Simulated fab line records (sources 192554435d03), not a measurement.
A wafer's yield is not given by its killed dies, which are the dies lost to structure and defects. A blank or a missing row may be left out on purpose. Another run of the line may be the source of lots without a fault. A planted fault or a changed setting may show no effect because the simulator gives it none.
A single fault, viewed from 3 desks | flow n5Finfet | each desk has only its own numbers; what lay behind them comes last
Where a reading is given only as a bound, like >300, the bound stands for it, and a mean or a difference that rests on one is marked > or <: the true number lies beyond.

FOR THE TOOL OWNER'S DESK: rieDiel-02
The tool's own readings at N5_HKMG_FIN_STRIP_93 (strips SOC in N2/H2, time 20 s): means of the sampled wafers that have a number, for each lot that ran on this tool. Any lot whose mean is over 4 standard deviations away from the usual mean is out of limits and marked OUT; that distance is given in the brackets.
Columns: A = drypumpMotorCurrentA at N5_HKMG_FIN_STRIP_93, usual 5.7 A; B = oesProductAu at N5_HKMG_FIN_STRIP_93, usual 0.80 a.u.; C = rfVppV at N5_HKMG_FIN_STRIP_93, usual 54.4 V; D = showerheadPlenumPTorr at N5_HKMG_FIN_STRIP_93, usual 3.39 Torr; E = throttleValvePct at N5_HKMG_FIN_STRIP_93, usual 19.1 %
lot  | first seen here | A   | B    | C    | D    | E
L198 | day 4 02:42     | 5.9 | 0.78 | 53.7 | 3.33 | 19.3
L208 | day 6 15:51     | 5.7 | 0.82 | 55.2 | 3.44 | 19.5
This desk's finding: nothing out of limits on any of the 2 lots.

THE DEFECT DESK
Counts from the inspections along the route, per lot, as means over the sampled wafers that have a number. Any lot whose mean is over 4 standard deviations away from the usual mean is out of limits and marked OUT; that distance is given in the brackets.
Columns: A = rawDefectCount at N5_HKMG_FIN_INSPECT_14, usual 2.1
lot  | first seen here | A
L198 | day 4 05:16     | 1.7
L199 | day 4 14:00     | 2.0
L200 | day 4 15:07     | 0.5
L208 | day 6 18:31     | >200 (+99 or more) OUT
L211 | day 7 15:19     | 2.0
L212 | day 7 16:50     | 1.3
L213 | day 7 19:46     | 2.0
L216 | day 8 14:27     | 3.0
L220 | day 9 21:04     | 1.0
L221 | day 9 22:25     | 2.0
This desk's verdict: out of limits on L208, starting with L208 at day 6 18:31 (rawDefectCount at N5_HKMG_FIN_INSPECT_14). Within limits: L198, L199, L200, L211, L212, L213, L216, L220, L221.

THE METROLOGY DESK
What the gauges read, lot by lot, whatever tool the lot ran on: means of the sampled wafers that have a number. Any lot whose mean is over 4 standard deviations away from the usual mean is out of limits and marked OUT; that distance is given in the brackets. Readings shown: 7 of its 10, picked as those furthest out on some lot.
Columns: A = DIBL_N at N5_BEOL_M4_RC_MEAS_101, usual 36.3 mV/V; B = IOFF_P at N5_BEOL_M4_RC_MEAS_101, usual 0.21 nA/um; C = ION_N at N5_BEOL_M4_RC_MEAS_101, usual 675 uA/um; D = ION_P at N5_BEOL_M4_RC_MEAS_101, usual 463 uA/um; E = SS_N at N5_BEOL_M4_RC_MEAS_101, usual 71.6 mV/dec; F = SS_P at N5_BEOL_M4_RC_MEAS_101, usual 73.2 mV/dec; G = VT_P at N5_BEOL_M4_RC_MEAS_101, usual -251 mV
lot  | first seen here | A    | B    | C   | D   | E    | F    | G
L198 | day 7 17:58     | 34.1 | 0.17 | 668 | 457 | 71.6 | 72.7 | -253
L199 | day 8 00:58     | 37.1 | 0.19 | 678 | 458 | 71.4 | 73.6 | -253
L200 | day 8 07:28     | 35.8 | 0.21 | 682 | 470 | 72.3 | 73.0 | -250
L208 | day 10 11:14    | 34.4 | 0.16 | 664 | 452 | 70.9 | 72.1 | -256
L212 | day 11 08:19    | 37.1 | 0.20 | 674 | 458 | 72.1 | 73.3 | -251
L211 | day 11 10:50    | 37.1 | 0.26 | 692 | 480 | 72.5 | 73.7 | -246
L213 | day 11 13:23    | 35.5 | 0.23 | 673 | 470 | 71.6 | 73.8 | -246
L216 | day 12 08:28    | 37.3 | 0.21 | 686 | 465 | 71.8 | 73.8 | -250
L220 | day 13 15:16    | 34.0 | 0.16 | 669 | 455 | 70.9 | 72.9 | -254
L221 | day 14 08:32    | 38.8 | 0.27 | 678 | 472 | 71.9 | 73.7 | -246
This desk's finding: nothing out of limits on any of the 10 lots.

PUT TOGETHER
The defect desk could have raised an alarm at day 6 18:31, on L208.
Nothing out of limits was seen by the tool owner's desk.
Metrology desk: nothing out of limits seen.
Tool owner's desk: L208 on record, inside its limits.
The metrology desk has L208 on record, within its limits.
Every lot named ran N5_HKMG_FIN_STRIP_93 on rieDiel-02.

WHAT THE SIMULATOR PUT IN
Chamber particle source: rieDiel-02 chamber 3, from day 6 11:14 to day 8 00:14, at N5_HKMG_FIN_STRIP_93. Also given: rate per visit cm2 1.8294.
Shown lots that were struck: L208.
Hours from the fault's start to each desk's first reading out of limits: the defect desk, 7.
